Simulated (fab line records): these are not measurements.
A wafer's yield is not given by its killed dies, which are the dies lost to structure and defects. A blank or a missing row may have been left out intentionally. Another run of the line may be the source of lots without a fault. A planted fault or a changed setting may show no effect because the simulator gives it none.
fab line records / flow nand_harc / part 2 of 2: steps 26 to 34 of 34
record lots=5 wafers=15 last_day=25
route steps=1159 shown A_BLC@983 A_M0@994
lots with no fault: from the same line, run without faults
start_h: the number of hours between the record's first day and the start of the first shown wafer of the lot / wait_h: hours since the lot's step before / " same as the row above / L1.1+2: several wafers, shown together as one row / - value missing, or start not given / * or withheld: withheld / < > ~ a bound
route shown NAME@n: NAME is a module with steps in the file, n the number in the route of the first one / usual: mean/standard deviation taken from wafers without a fault / same: alike in all rows / chamber/n: place in a boat / sites: readings site by site / _std_site: the standard deviation of these / _edge_site: the outer-site mean with the inner-site mean subtracted / radius_mm: for every site, how far away it sits from the centre of the wafer / mask NAME#n: copy n / behind: tool/chamber where the wafer was last shaped / hold: the reason the lot was held/the length of the hold in hours/how it ended / device: the n, p or np transistor that did not switch / end of line: the route-end tests of the same wafers / where a step has no rows: the recipe by itself / killed: the dies lost at the first sort to structure and to defects; this is not the yield of the wafer / map: a wafer's dies, marking killed ones x, the rest . and places with no die _
set.NAME: the setting as run; set.NAME@STEP: as run at that earlier step / model.NAME: the simulator's own value behind a step, which no gauge read
lots at selected steps of the route; one table per step, one row per wafer
services: from which hour (start_h, from the record's first day; less than 0 if before it) a tool's chamber was out of use, for how many hours, and why
## steps
# step NHARC_A_M0_ETCH_15
# recipe target_depth_a=1500 overetch_a=150 time_s=82.5 c4f8_flow_sccm=withheld ar_flow_sccm=400 rf_w=600 bias_w=300 chemistry=C4F8/Ar
# usual bias_w=299.9/0.94 oes_product_au=0.949/0.021 rf_vpp_V=440.2/2.6
lot.wafer=L075.1 tool=rie_diel-01 chamber=2 start_h=- wait_h=- bias_w=300.4 oes_product_au=0.952 rf_hours_counter_h=6 rf_vpp_V=441.5
lot.wafer=L075.3 tool=rie_diel-01 chamber=0 start_h=- wait_h=- bias_w=299.5 oes_product_au=0.968 rf_hours_counter_h=6 rf_vpp_V=441.0
lot.wafer=L075.6 tool=rie_diel-01 chamber=3 start_h=- wait_h=- bias_w=299.5 oes_product_au=0.974 rf_hours_counter_h=- rf_vpp_V=438.3
lot.wafer=L087.3 tool=rie_diel-11 chamber=3 start_h=- wait_h=- bias_w=302.7 oes_product_au=0.926 rf_hours_counter_h=8 rf_vpp_V=438.5
lot.wafer=L087.1 tool=rie_diel-11 chamber=1 start_h=- wait_h=- bias_w=300.1 oes_product_au=0.922 rf_hours_counter_h=9 rf_vpp_V=444.6
lot.wafer=L087.6 tool=rie_diel-11 chamber=2 start_h=- wait_h=- bias_w=301.0 oes_product_au=0.930 rf_hours_counter_h=- rf_vpp_V=442.0
lot.wafer=L090.3 tool=rie_diel-07 chamber=3 start_h=- wait_h=- bias_w=298.4 oes_product_au=0.979 rf_hours_counter_h=5 rf_vpp_V=437.5
lot.wafer=L090.2 tool=rie_diel-07 chamber=0 start_h=- wait_h=- bias_w=301.3 oes_product_au=0.983 rf_hours_counter_h=5 rf_vpp_V=442.9
lot.wafer=L090.6 tool=rie_diel-07 chamber=3 start_h=- wait_h=- bias_w=298.9 oes_product_au=0.979 rf_hours_counter_h=- rf_vpp_V=436.4
lot.wafer=L094.4 tool=rie_diel-11 chamber=1 start_h=- wait_h=- bias_w=301.0 oes_product_au=0.920 rf_hours_counter_h=13 rf_vpp_V=444.2
lot.wafer=L094.2 tool=rie_diel-11 chamber=2 start_h=- wait_h=- bias_w=300.6 oes_product_au=0.931 rf_hours_counter_h=11 rf_vpp_V=442.7
lot.wafer=L094.5 tool=rie_diel-11 chamber=1 start_h=- wait_h=- bias_w=300.1 oes_product_au=0.911 rf_hours_counter_h=- rf_vpp_V=442.9
lot.wafer=L095.2 tool=rie_diel-07 chamber=1 start_h=- wait_h=- bias_w=299.0 oes_product_au=0.947 rf_hours_counter_h=8 rf_vpp_V=436.3
lot.wafer=L095.6 tool=rie_diel-07 chamber=1 start_h=- wait_h=- bias_w=298.5 oes_product_au=0.940 rf_hours_counter_h=- rf_vpp_V=437.5
lot.wafer=L095.4 tool=rie_diel-07 chamber=3 start_h=- wait_h=- bias_w=298.6 oes_product_au=0.966 rf_hours_counter_h=- rf_vpp_V=437.5
# step NHARC_A_M0_CD_MEAS_16
# usual cd_nm=79.8/0.83
lot.wafer=L075.1 tool=cd_sem-03 chamber=- start_h=401.30 wait_h=- cd_nm=78.8
lot.wafer=L075.3 tool=cd_sem-03 chamber=- start_h=401.30 wait_h=- cd_nm=80.7
lot.wafer=L075.6 tool=cd_sem-03 chamber=- start_h=401.30 wait_h=- cd_nm=79.5
lot.wafer=L087.1 tool=cd_sem-03 chamber=- start_h=461.51 wait_h=- cd_nm=80.0
lot.wafer=L087.3 tool=cd_sem-03 chamber=- start_h=461.51 wait_h=- cd_nm=80.4
lot.wafer=L087.6 tool=cd_sem-03 chamber=- start_h=461.51 wait_h=- cd_nm=79.9
lot.wafer=L090.2 tool=cd_sem-01 chamber=- start_h=497.33 wait_h=- cd_nm=80.1
lot.wafer=L090.3 tool=cd_sem-01 chamber=- start_h=497.33 wait_h=- cd_nm=79.9
lot.wafer=L090.6 tool=cd_sem-01 chamber=- start_h=497.33 wait_h=- cd_nm=79.8
lot.wafer=L094.2 tool=cd_sem-01 chamber=- start_h=514.63 wait_h=- cd_nm=78.6
lot.wafer=L094.4 tool=cd_sem-01 chamber=- start_h=514.63 wait_h=- cd_nm=78.7
lot.wafer=L094.5 tool=cd_sem-01 chamber=- start_h=514.63 wait_h=- cd_nm=78.8
lot.wafer=L095.2 tool=cd_sem-02 chamber=- start_h=548.53 wait_h=- cd_nm=80.8
lot.wafer=L095.4 tool=cd_sem-02 chamber=- start_h=548.53 wait_h=- cd_nm=80.6
lot.wafer=L095.6 tool=cd_sem-02 chamber=- start_h=548.53 wait_h=- cd_nm=80.4
# step NHARC_A_M0_STRIP_18
# recipe power_w=1000 n2_flow_sccm=150 h2_flow_sccm=150 ar_flow_sccm=0 bias_w=0 chemistry=N2/H2
# usual drypump_motor_current_A=5.6/0.61 h2_flow_sccm=150.0/0.47 n2_flow_sccm=150.0/0.51 oes_product_au=0.999/0.0097 rf_vpp_V=90.4/0.97 showerhead_plenum_p_Torr=2.01/0.081 throttle_valve_pct=14.171/0.0089
# same bias_w=0
lot.wafer=L075.3 tool=rie_diel-11 chamber=0 start_h=401.38 wait_h=0.1 drypump_motor_current_A=5.4 h2_flow_sccm=149.9 n2_flow_sccm=149.4 oes_product_au=1.005 rf_hours_counter_h=2 rf_vpp_V=89.1 showerhead_plenum_p_Torr=1.93 throttle_valve_pct=14.170
lot.wafer=L075.1 tool=rie_diel-11 chamber=3 start_h=401.38 wait_h=0.1 drypump_motor_current_A=5.4 h2_flow_sccm=150.9 n2_flow_sccm=148.9 oes_product_au=1.010 rf_hours_counter_h=2 rf_vpp_V=90.8 showerhead_plenum_p_Torr=1.99 throttle_valve_pct=14.165
lot.wafer=L075.6 tool=rie_diel-11 chamber=1 start_h=401.38 wait_h=0.1 drypump_motor_current_A=4.7 h2_flow_sccm=150.3 n2_flow_sccm=149.8 oes_product_au=0.987 rf_hours_counter_h=- rf_vpp_V=92.5 showerhead_plenum_p_Torr=2.17 throttle_valve_pct=14.155
lot.wafer=L087.1 tool=rie_diel-07 chamber=0 start_h=461.58 wait_h=0.1 drypump_motor_current_A=5.4 h2_flow_sccm=150.1 n2_flow_sccm=150.6 oes_product_au=1.001 rf_hours_counter_h=3 rf_vpp_V=90.3 showerhead_plenum_p_Torr=2.10 throttle_valve_pct=14.166
lot.wafer=L087.3 tool=rie_diel-07 chamber=2 start_h=461.58 wait_h=0.1 drypump_motor_current_A=6.5 h2_flow_sccm=150.6 n2_flow_sccm=150.1 oes_product_au=0.993 rf_hours_counter_h=3 rf_vpp_V=90.7 showerhead_plenum_p_Torr=2.00 throttle_valve_pct=14.163
lot.wafer=L087.6 tool=rie_diel-07 chamber=0 start_h=461.58 wait_h=0.1 drypump_motor_current_A=5.3 h2_flow_sccm=149.8 n2_flow_sccm=150.4 oes_product_au=0.995 rf_hours_counter_h=- rf_vpp_V=91.7 showerhead_plenum_p_Torr=2.10 throttle_valve_pct=14.185
lot.wafer=L090.3 tool=rie_diel-11 chamber=0 start_h=497.40 wait_h=0.1 drypump_motor_current_A=5.4 h2_flow_sccm=151.0 n2_flow_sccm=149.6 oes_product_au=1.005 rf_hours_counter_h=10 rf_vpp_V=89.9 showerhead_plenum_p_Torr=1.92 throttle_valve_pct=14.174
lot.wafer=L090.2 tool=rie_diel-11 chamber=3 start_h=497.40 wait_h=0.1 drypump_motor_current_A=5.4 h2_flow_sccm=150.3 n2_flow_sccm=150.3 oes_product_au=1.009 rf_hours_counter_h=10 rf_vpp_V=89.0 showerhead_plenum_p_Torr=1.98 throttle_valve_pct=14.166
lot.wafer=L090.6 tool=rie_diel-11 chamber=1 start_h=497.40 wait_h=0.1 drypump_motor_current_A=4.7 h2_flow_sccm=149.6 n2_flow_sccm=149.8 oes_product_au=0.978 rf_hours_counter_h=- rf_vpp_V=91.0 showerhead_plenum_p_Torr=2.16 throttle_valve_pct=14.172
lot.wafer=L094.4 tool=rie_diel-07 chamber=0 start_h=514.75 wait_h=0.1 drypump_motor_current_A=5.4 h2_flow_sccm=149.9 n2_flow_sccm=149.9 oes_product_au=1.010 rf_hours_counter_h=6 rf_vpp_V=90.2 showerhead_plenum_p_Torr=2.10 throttle_valve_pct=14.170
lot.wafer=L094.2 tool=rie_diel-07 chamber=1 start_h=514.75 wait_h=0.1 drypump_motor_current_A=5.7 h2_flow_sccm=150.2 n2_flow_sccm=150.4 oes_product_au=0.997 rf_hours_counter_h=6 rf_vpp_V=89.5 showerhead_plenum_p_Torr=1.90 throttle_valve_pct=14.181
lot.wafer=L094.5 tool=rie_diel-07 chamber=2 start_h=514.75 wait_h=0.1 drypump_motor_current_A=6.5 h2_flow_sccm=150.2 n2_flow_sccm=149.6 oes_product_au=1.019 rf_hours_counter_h=- rf_vpp_V=91.1 showerhead_plenum_p_Torr=2.00 throttle_valve_pct=14.165
lot.wafer=L095.2 tool=rie_diel-01 chamber=3 start_h=548.60 wait_h=0.1 drypump_motor_current_A=5.3 h2_flow_sccm=149.9 n2_flow_sccm=149.1 oes_product_au=1.008 rf_hours_counter_h=3 rf_vpp_V=88.8 showerhead_plenum_p_Torr=1.90 throttle_valve_pct=14.188
lot.wafer=L095.4 tool=rie_diel-01 chamber=0 start_h=548.60 wait_h=0.1 drypump_motor_current_A=4.9 h2_flow_sccm=149.9 n2_flow_sccm=150.0 oes_product_au=1.005 rf_hours_counter_h=3 rf_vpp_V=91.0 showerhead_plenum_p_Torr=2.05 throttle_valve_pct=14.170
lot.wafer=L095.6 tool=rie_diel-01 chamber=3 start_h=548.60 wait_h=0.1 drypump_motor_current_A=5.3 h2_flow_sccm=150.8 n2_flow_sccm=149.3 oes_product_au=0.993 rf_hours_counter_h=- rf_vpp_V=89.3 showerhead_plenum_p_Torr=1.90 throttle_valve_pct=14.175
# step NHARC_A_M0_STRIP_19
# recipe time_s=600 temp_c=30 chemistry=post_etch_residue_remover
lot.wafer=L075.6+1+3 tool=wet_bench-04 chamber=2,3,6 start_h=401.71 wait_h=-
lot.wafer=L087.1+6+3 tool=wet_bench-04 chamber=4,6,7 start_h=461.86 wait_h=-
lot.wafer=L090.6+3+2 tool=wet_bench-02 chamber=3,4,5 start_h=497.69 wait_h=-
lot.wafer=L094.5+2+4 tool=wet_bench-04 chamber=0,2,3 start_h=514.97 wait_h=-
lot.wafer=L095.6+2+4 tool=wet_bench-02 chamber=4,5,6 start_h=548.88 wait_h=-
# step NHARC_A_M0_DEGAS_28
# recipe temp_c=250 time_s=60
# usual heater_power_w=348/36
lot.wafer=L075.3 tool=pvd_sputter-01 chamber=- start_h=401.98 wait_h=- heater_power_w=309
lot.wafer=L075.1 tool=pvd_sputter-01 chamber=- start_h=401.98 wait_h=- heater_power_w=328
lot.wafer=L075.6 tool=pvd_sputter-01 chamber=- start_h=401.98 wait_h=- heater_power_w=360
lot.wafer=L087.1 tool=pvd_sputter-01 chamber=- start_h=462.13 wait_h=- heater_power_w=392
lot.wafer=L087.3 tool=pvd_sputter-01 chamber=- start_h=462.13 wait_h=- heater_power_w=360
lot.wafer=L087.6 tool=pvd_sputter-01 chamber=- start_h=462.13 wait_h=- heater_power_w=336
lot.wafer=L090.2 tool=pvd_sputter-02 chamber=- start_h=497.96 wait_h=- heater_power_w=342
lot.wafer=L090.3 tool=pvd_sputter-02 chamber=- start_h=497.96 wait_h=- heater_power_w=329
lot.wafer=L090.6 tool=pvd_sputter-02 chamber=- start_h=497.96 wait_h=- heater_power_w=315
lot.wafer=L094.2 tool=pvd_sputter-03 chamber=- start_h=515.26 wait_h=- heater_power_w=375
lot.wafer=L094.4 tool=pvd_sputter-03 chamber=- start_h=515.26 wait_h=- heater_power_w=383
lot.wafer=L094.5 tool=pvd_sputter-03 chamber=- start_h=515.26 wait_h=- heater_power_w=307
lot.wafer=L095.4 tool=pvd_sputter-01 chamber=- start_h=549.16 wait_h=- heater_power_w=318
lot.wafer=L095.2 tool=pvd_sputter-01 chamber=- start_h=549.16 wait_h=- heater_power_w=352
lot.wafer=L095.6 tool=pvd_sputter-01 chamber=- start_h=549.16 wait_h=- heater_power_w=308
# step NHARC_A_M0_PRE_CLEAN_29
# recipe time_s=30 temp_c=280 gas=H2/He
# usual heater_power_w=426/43
lot.wafer=L075.3 tool=pvd_sputter-01 chamber=- start_h=- wait_h=- heater_power_w=476
lot.wafer=L075.1 tool=pvd_sputter-01 chamber=- start_h=- wait_h=- heater_power_w=416
lot.wafer=L075.6 tool=pvd_sputter-01 chamber=- start_h=- wait_h=- heater_power_w=485
lot.wafer=L087.3 tool=pvd_sputter-01 chamber=- start_h=- wait_h=- heater_power_w=364
lot.wafer=L087.1 tool=pvd_sputter-01 chamber=- start_h=- wait_h=- heater_power_w=480
lot.wafer=L087.6 tool=pvd_sputter-01 chamber=- start_h=- wait_h=- heater_power_w=434
lot.wafer=L090.2 tool=pvd_sputter-02 chamber=- start_h=- wait_h=- heater_power_w=387
lot.wafer=L090.3 tool=pvd_sputter-02 chamber=- start_h=- wait_h=- heater_power_w=414
lot.wafer=L090.6 tool=pvd_sputter-02 chamber=- start_h=- wait_h=- heater_power_w=504
lot.wafer=L094.2 tool=pvd_sputter-03 chamber=- start_h=- wait_h=- heater_power_w=393
lot.wafer=L094.4 tool=pvd_sputter-03 chamber=- start_h=- wait_h=- heater_power_w=460
lot.wafer=L094.5 tool=pvd_sputter-03 chamber=- start_h=- wait_h=- heater_power_w=394
lot.wafer=L095.4 tool=pvd_sputter-01 chamber=- start_h=- wait_h=- heater_power_w=438
lot.wafer=L095.2 tool=pvd_sputter-01 chamber=- start_h=- wait_h=- heater_power_w=380
lot.wafer=L095.6 tool=pvd_sputter-01 chamber=- start_h=- wait_h=- heater_power_w=438
# step NHARC_A_M0_PVD_20
# recipe target_thk_a=50 bias_v=168.6 power_w=15000 chamber_pressure_pa=0.12 time_s=8.06 substrate_temp_c=50 material=TaN
# usual throttle_valve_pct=30.1/0.9
lot.wafer=L075.3 tool=pvd_sputter-01 chamber=- start_h=- wait_h=- throttle_valve_pct=29.4
lot.wafer=L075.1 tool=pvd_sputter-01 chamber=- start_h=- wait_h=- throttle_valve_pct=31.8
lot.wafer=L075.6 tool=pvd_sputter-01 chamber=- start_h=- wait_h=- throttle_valve_pct=29.3
lot.wafer=L087.1 tool=pvd_sputter-01 chamber=- start_h=- wait_h=- throttle_valve_pct=30.8
lot.wafer=L087.3 tool=pvd_sputter-01 chamber=- start_h=- wait_h=- throttle_valve_pct=31.8
lot.wafer=L087.6 tool=pvd_sputter-01 chamber=- start_h=- wait_h=- throttle_valve_pct=29.1
lot.wafer=L090.3 tool=pvd_sputter-02 chamber=- start_h=- wait_h=- throttle_valve_pct=30.7
lot.wafer=L090.2 tool=pvd_sputter-02 chamber=- start_h=- wait_h=- throttle_valve_pct=29.2
lot.wafer=L090.6 tool=pvd_sputter-02 chamber=- start_h=- wait_h=- throttle_valve_pct=30.7
lot.wafer=L094.4 tool=pvd_sputter-03 chamber=- start_h=- wait_h=- throttle_valve_pct=30.0
lot.wafer=L094.2 tool=pvd_sputter-03 chamber=- start_h=- wait_h=- throttle_valve_pct=29.9
lot.wafer=L094.5 tool=pvd_sputter-03 chamber=- start_h=- wait_h=- throttle_valve_pct=29.7
lot.wafer=L095.4 tool=pvd_sputter-01 chamber=- start_h=- wait_h=- throttle_valve_pct=31.6
lot.wafer=L095.2 tool=pvd_sputter-01 chamber=- start_h=- wait_h=- throttle_valve_pct=29.4
lot.wafer=L095.6 tool=pvd_sputter-01 chamber=- start_h=- wait_h=- throttle_valve_pct=29.6
# step NHARC_A_M0_PVD_21
# recipe target_thk_a=300 chamber_pressure_pa=5 power_w=5000 substrate_temp_c=30 time_s=20.49 material=Cu
# usual throttle_valve_pct=30.1/0.88
lot.wafer=L075.1 tool=pvd_sputter-01 chamber=- start_h=- wait_h=- throttle_valve_pct=31.6
lot.wafer=L075.3 tool=pvd_sputter-01 chamber=- start_h=- wait_h=- throttle_valve_pct=29.2
lot.wafer=L075.6 tool=pvd_sputter-01 chamber=- start_h=- wait_h=- throttle_valve_pct=29.3
lot.wafer=L087.1 tool=pvd_sputter-01 chamber=- start_h=- wait_h=- throttle_valve_pct=28.9
lot.wafer=L087.3 tool=pvd_sputter-01 chamber=- start_h=- wait_h=- throttle_valve_pct=29.3
lot.wafer=L087.6 tool=pvd_sputter-01 chamber=- start_h=- wait_h=- throttle_valve_pct=31.6
lot.wafer=L090.2 tool=pvd_sputter-02 chamber=- start_h=- wait_h=- throttle_valve_pct=30.2
lot.wafer=L090.3 tool=pvd_sputter-02 chamber=- start_h=- wait_h=- throttle_valve_pct=28.9
lot.wafer=L090.6 tool=pvd_sputter-02 chamber=- start_h=- wait_h=- throttle_valve_pct=30.0
lot.wafer=L094.4 tool=pvd_sputter-03 chamber=- start_h=- wait_h=- throttle_valve_pct=29.9
lot.wafer=L094.2 tool=pvd_sputter-03 chamber=- start_h=- wait_h=- throttle_valve_pct=29.7
lot.wafer=L094.5 tool=pvd_sputter-03 chamber=- start_h=- wait_h=- throttle_valve_pct=30.1
lot.wafer=L095.2 tool=pvd_sputter-01 chamber=- start_h=- wait_h=- throttle_valve_pct=29.5
lot.wafer=L095.4 tool=pvd_sputter-01 chamber=- start_h=- wait_h=- throttle_valve_pct=31.4
lot.wafer=L095.6 tool=pvd_sputter-01 chamber=- start_h=- wait_h=- throttle_valve_pct=29.8
# step NHARC_A_M0_ECD_22
# recipe target_thk_a=4000 bath_temp_c=25 material=Cu
lot.wafer=L075.1+3+6 tool=ecd_cu-02 chamber=1,0,0 start_h=402.33 wait_h=-
lot.wafer=L087.1+3+6 tool=ecd_cu-01 chamber=0,1,0 start_h=462.54 wait_h=-
lot.wafer=L090.2+3+6 tool=ecd_cu-01 chamber=1,0,1 start_h=498.31 wait_h=-
lot.wafer=L094.2+4+5 tool=ecd_cu-02 chamber=1,1,0 start_h=515.61 wait_h=-
lot.wafer=L095.2+4+6 tool=ecd_cu-02 chamber=1,0,1 start_h=549.56 wait_h=-
## services
tool=rie_diel-12 chamber=- start_h=379.43 hours=9.0 kind=pm
tool=wet_bench-04 chamber=- start_h=380.31 hours=4.3 kind=repair
tool=rie_diel-07 chamber=0 start_h=380.67 hours=6.1 kind=repair
tool=pvd_sputter-02 chamber=- start_h=385.61 hours=10.0 kind=repair
tool=rie_diel-12 chamber=2 start_h=390.66 hours=11.2 kind=repair
tool=rie_diel-11 chamber=2 start_h=399.75 hours=4.5 kind=repair
tool=rie_diel-07 chamber=- start_h=402.40 hours=1.2 kind=repair
tool=rie_diel-07 chamber=- start_h=405.20 hours=9.0 kind=pm
tool=pvd_sputter-03 chamber=- start_h=418.19 hours=5.3 kind=repair
tool=pvd_sputter-03 chamber=- start_h=431.64 hours=1.4 kind=repair
tool=rie_diel-01 chamber=1 start_h=433.01 hours=8.9 kind=repair
tool=rie_diel-12 chamber=1 start_h=435.64 hours=4.4 kind=repair
tool=rie_diel-01 chamber=2 start_h=436.82 hours=6.7 kind=repair
tool=pvd_sputter-03 chamber=- start_h=458.00 hours=10.0 kind=pm
tool=litho_track-06 chamber=- start_h=467.00 hours=7.0 kind=pm
tool=cvd_w-01 chamber=- start_h=480.72 hours=13.0 kind=pm
tool=wet_bench-06 chamber=- start_h=481.61 hours=8.0 kind=pm
tool=litho_track-04 chamber=- start_h=491.00 hours=7.0 kind=pm
tool=rie_diel-01 chamber=- start_h=491.83 hours=9.0 kind=pm
tool=rie_diel-11 chamber=3 start_h=497.82 hours=12.3 kind=repair
tool=pvd_sputter-01 chamber=- start_h=514.05 hours=10.0 kind=pm
tool=rie_diel-11 chamber=- start_h=543.50 hours=9.0 kind=pm
tool=rie_diel-07 chamber=2 start_h=544.36 hours=5.8 kind=repair
tool=pvd_sputter-03 chamber=- start_h=547.26 hours=8.7 kind=repair
